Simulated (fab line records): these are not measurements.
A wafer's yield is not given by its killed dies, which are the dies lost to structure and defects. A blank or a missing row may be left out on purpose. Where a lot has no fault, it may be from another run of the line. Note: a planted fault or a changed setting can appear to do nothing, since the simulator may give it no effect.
Lot-split experiment / flow n5-finfet / 39 wafers read across 7 lots, on a route 1938 steps long

ABOUT THE SPLIT
At N5_SD_EPI_P_EPI_21 (deposits SiGe:B, time 355 s), the setting pressure-torr was moved away from the recipe's 20 Torr on 24 of the 39 wafers read, by +5.9% to +18.5%. All remaining wafers had this setting at the recipe value.

FROM THE SPLIT TO THE READING: what the file shows between them, 3 steps
- N5_SD_EPI_P_HM_STRIP_48: strips SiNx in H3PO4, material SiNx, target depth 3 nm
- N5_SD_ACTIVATION_RTA_00: time 0 s
- N5_SD_ACTIVATION_LSA_01: time 0.0008 s

THE READING
RS_SD_P, in ohm/sq, at N5_SD_ACTIVATION_RS_MEAS_03 (measures by four-point-probe). Typical for fault-free wafers on this fab line: 56.2 ohm/sq, with standard deviation 0.86 ohm/sq.

wafer=L085.1; tool, chamber at the split=epi-rpcvd-03, 0; pressure-torr as run, Torr=20; against the recipe=recipe; RS_SD_P, ohm/sq=56.2; against lot-mates on the recipe=-
wafer=L085.2; tool, chamber at the split=epi-rpcvd-03, 0; pressure-torr as run, Torr=20; against the recipe=recipe; RS_SD_P, ohm/sq=56.6; against lot-mates on the recipe=-
wafer=L085.3; tool, chamber at the split=epi-rpcvd-03, 0; pressure-torr as run, Torr=20; against the recipe=recipe; RS_SD_P, ohm/sq=56.9; against lot-mates on the recipe=-
wafer=L085.4; tool, chamber at the split=epi-rpcvd-03, 0; pressure-torr as run, Torr=20; against the recipe=recipe; RS_SD_P, ohm/sq=57.4; against lot-mates on the recipe=-
wafer=L085.5; tool, chamber at the split=epi-rpcvd-03, 0; pressure-torr as run, Torr=20; against the recipe=recipe; RS_SD_P, ohm/sq=57.5; against lot-mates on the recipe=-
wafer=L085.6; tool, chamber at the split=epi-rpcvd-03, 0; pressure-torr as run, Torr=20; against the recipe=recipe; RS_SD_P, ohm/sq=56.2; against lot-mates on the recipe=-
wafer=L086.1; tool, chamber at the split=epi-rpcvd-04, 0; pressure-torr as run, Torr=20; against the recipe=recipe; RS_SD_P, ohm/sq=57.1; against lot-mates on the recipe=-
wafer=L086.2; tool, chamber at the split=epi-rpcvd-04, 0; pressure-torr as run, Torr=20; against the recipe=recipe; RS_SD_P, ohm/sq=57.0; against lot-mates on the recipe=-
wafer=L086.3; tool, chamber at the split=epi-rpcvd-04, 0; pressure-torr as run, Torr=20; against the recipe=recipe; RS_SD_P, ohm/sq=56.4; against lot-mates on the recipe=-
wafer=L086.4; tool, chamber at the split=epi-rpcvd-04, 0; pressure-torr as run, Torr=20; against the recipe=recipe; RS_SD_P, ohm/sq=57.0; against lot-mates on the recipe=-
wafer=L086.5; tool, chamber at the split=epi-rpcvd-04, 0; pressure-torr as run, Torr=20; against the recipe=recipe; RS_SD_P, ohm/sq=57.3; against lot-mates on the recipe=-
wafer=L086.6; tool, chamber at the split=epi-rpcvd-04, 0; pressure-torr as run, Torr=20; against the recipe=recipe; RS_SD_P, ohm/sq=56.7; against lot-mates on the recipe=-
wafer=L089.1; tool, chamber at the split=epi-rpcvd-04, 0; pressure-torr as run, Torr=23.69; against the recipe=+18.5%; RS_SD_P, ohm/sq=49.0; against lot-mates on the recipe=no lot-mate on the recipe
wafer=L089.2; tool, chamber at the split=epi-rpcvd-04, 0; pressure-torr as run, Torr=23.69; against the recipe=+18.5%; RS_SD_P, ohm/sq=48.8; against lot-mates on the recipe=no lot-mate on the recipe
wafer=L089.3; tool, chamber at the split=epi-rpcvd-04, 0; pressure-torr as run, Torr=23.69; against the recipe=+18.5%; RS_SD_P, ohm/sq=49.4; against lot-mates on the recipe=no lot-mate on the recipe
wafer=L089.4; tool, chamber at the split=epi-rpcvd-04, 0; pressure-torr as run, Torr=23.69; against the recipe=+18.5%; RS_SD_P, ohm/sq=49.0; against lot-mates on the recipe=no lot-mate on the recipe
wafer=L089.5; tool, chamber at the split=epi-rpcvd-04, 0; pressure-torr as run, Torr=23.69; against the recipe=+18.5%; RS_SD_P, ohm/sq=49.0; against lot-mates on the recipe=no lot-mate on the recipe
wafer=L089.6; tool, chamber at the split=epi-rpcvd-04, 0; pressure-torr as run, Torr=23.69; against the recipe=+18.5%; RS_SD_P, ohm/sq=49.3; against lot-mates on the recipe=no lot-mate on the recipe
wafer=L093.1; tool, chamber at the split=epi-rpcvd-03, 0; pressure-torr as run, Torr=22.91; against the recipe=+14.5%; RS_SD_P, ohm/sq=51.8; against lot-mates on the recipe=no lot-mate on the recipe
wafer=L093.2; tool, chamber at the split=epi-rpcvd-03, 0; pressure-torr as run, Torr=22.91; against the recipe=+14.5%; RS_SD_P, ohm/sq=51.4; against lot-mates on the recipe=no lot-mate on the recipe
wafer=L093.3; tool, chamber at the split=epi-rpcvd-03, 0; pressure-torr as run, Torr=22.91; against the recipe=+14.5%; RS_SD_P, ohm/sq=52.7; against lot-mates on the recipe=no lot-mate on the recipe
wafer=L093.4; tool, chamber at the split=epi-rpcvd-03, 0; pressure-torr as run, Torr=22.91; against the recipe=+14.5%; RS_SD_P, ohm/sq=52.6; against lot-mates on the recipe=no lot-mate on the recipe
wafer=L093.5; tool, chamber at the split=epi-rpcvd-03, 0; pressure-torr as run, Torr=22.91; against the recipe=+14.5%; RS_SD_P, ohm/sq=52.0; against lot-mates on the recipe=no lot-mate on the recipe
wafer=L093.6; tool, chamber at the split=epi-rpcvd-03, 0; pressure-torr as run, Torr=22.91; against the recipe=+14.5%; RS_SD_P, ohm/sq=51.7; against lot-mates on the recipe=no lot-mate on the recipe
wafer=L094.1; tool, chamber at the split=epi-rpcvd-04, 0; pressure-torr as run, Torr=20; against the recipe=recipe; RS_SD_P, ohm/sq=54.9; against lot-mates on the recipe=-
wafer=L094.3; tool, chamber at the split=epi-rpcvd-04, 0; pressure-torr as run, Torr=20; against the recipe=recipe; RS_SD_P, ohm/sq=54.7; against lot-mates on the recipe=-
wafer=L094.4; tool, chamber at the split=epi-rpcvd-04, 0; pressure-torr as run, Torr=20; against the recipe=recipe; RS_SD_P, ohm/sq=54.6; against lot-mates on the recipe=-
wafer=L095.1; tool, chamber at the split=epi-rpcvd-04, 0; pressure-torr as run, Torr=21.18; against the recipe=+5.9%; RS_SD_P, ohm/sq=54.0; against lot-mates on the recipe=no lot-mate on the recipe
wafer=L095.2; tool, chamber at the split=epi-rpcvd-04, 0; pressure-torr as run, Torr=21.18; against the recipe=+5.9%; RS_SD_P, ohm/sq=54.1; against lot-mates on the recipe=no lot-mate on the recipe
wafer=L095.3; tool, chamber at the split=epi-rpcvd-04, 0; pressure-torr as run, Torr=21.18; against the recipe=+5.9%; RS_SD_P, ohm/sq=53.7; against lot-mates on the recipe=no lot-mate on the recipe
wafer=L095.4; tool, chamber at the split=epi-rpcvd-04, 0; pressure-torr as run, Torr=21.18; against the recipe=+5.9%; RS_SD_P, ohm/sq=53.9; against lot-mates on the recipe=no lot-mate on the recipe
wafer=L095.5; tool, chamber at the split=epi-rpcvd-04, 0; pressure-torr as run, Torr=21.18; against the recipe=+5.9%; RS_SD_P, ohm/sq=53.7; against lot-mates on the recipe=no lot-mate on the recipe
wafer=L095.6; tool, chamber at the split=epi-rpcvd-04, 0; pressure-torr as run, Torr=21.18; against the recipe=+5.9%; RS_SD_P, ohm/sq=53.4; against lot-mates on the recipe=no lot-mate on the recipe
wafer=L096.1; tool, chamber at the split=epi-rpcvd-02, 0; pressure-torr as run, Torr=23.62; against the recipe=+18.1%; RS_SD_P, ohm/sq=50.4; against lot-mates on the recipe=no lot-mate on the recipe
wafer=L096.2; tool, chamber at the split=epi-rpcvd-02, 0; pressure-torr as run, Torr=23.62; against the recipe=+18.1%; RS_SD_P, ohm/sq=49.4; against lot-mates on the recipe=no lot-mate on the recipe
wafer=L096.3; tool, chamber at the split=epi-rpcvd-02, 0; pressure-torr as run, Torr=23.62; against the recipe=+18.1%; RS_SD_P, ohm/sq=50.0; against lot-mates on the recipe=no lot-mate on the recipe
wafer=L096.4; tool, chamber at the split=epi-rpcvd-02, 0; pressure-torr as run, Torr=23.62; against the recipe=+18.1%; RS_SD_P, ohm/sq=50.9; against lot-mates on the recipe=no lot-mate on the recipe
wafer=L096.5; tool, chamber at the split=epi-rpcvd-02, 0; pressure-torr as run, Torr=23.62; against the recipe=+18.1%; RS_SD_P, ohm/sq=50.1; against lot-mates on the recipe=no lot-mate on the recipe
wafer=L096.6; tool, chamber at the split=epi-rpcvd-02, 0; pressure-torr as run, Torr=23.62; against the recipe=+18.1%; RS_SD_P, ohm/sq=49.7; against lot-mates on the recipe=no lot-mate on the recipe

THE FIT
A straight line over all 39 wafers: RS_SD_P changes by -0.358 ohm/sq for each +1% of pressure-torr; r = -0.96; the points scatter about the line by 0.83 ohm/sq.
Too few moved wafers with a lot-mate on the recipe to fit a line net of each lot's own level.

THE WHOLE CHAIN: every reading that the file lists as answering this split, in the file's order
step=N5_SD_EPI_P_EPI_21; what it does=deposits SiGe:B, time 355 s; reading=SiGe-B_of_SD_EPI_P_EPI_21.thk-nm (the simulator's own value, which no gauge read); change (the file's fit)=+0.251 nm for each +1% of the setting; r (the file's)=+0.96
step=N5_SD_ACTIVATION_RS_MEAS_03; what it does=measures by four-point-probe; reading=RS_SD_P; change (the file's fit)=-0.358 for each +1% of the setting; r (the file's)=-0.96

FILE'S OWN FIT
RS_SD_P changes by -0.358 ohm/sq for each +1% of pressure-torr, r = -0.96.
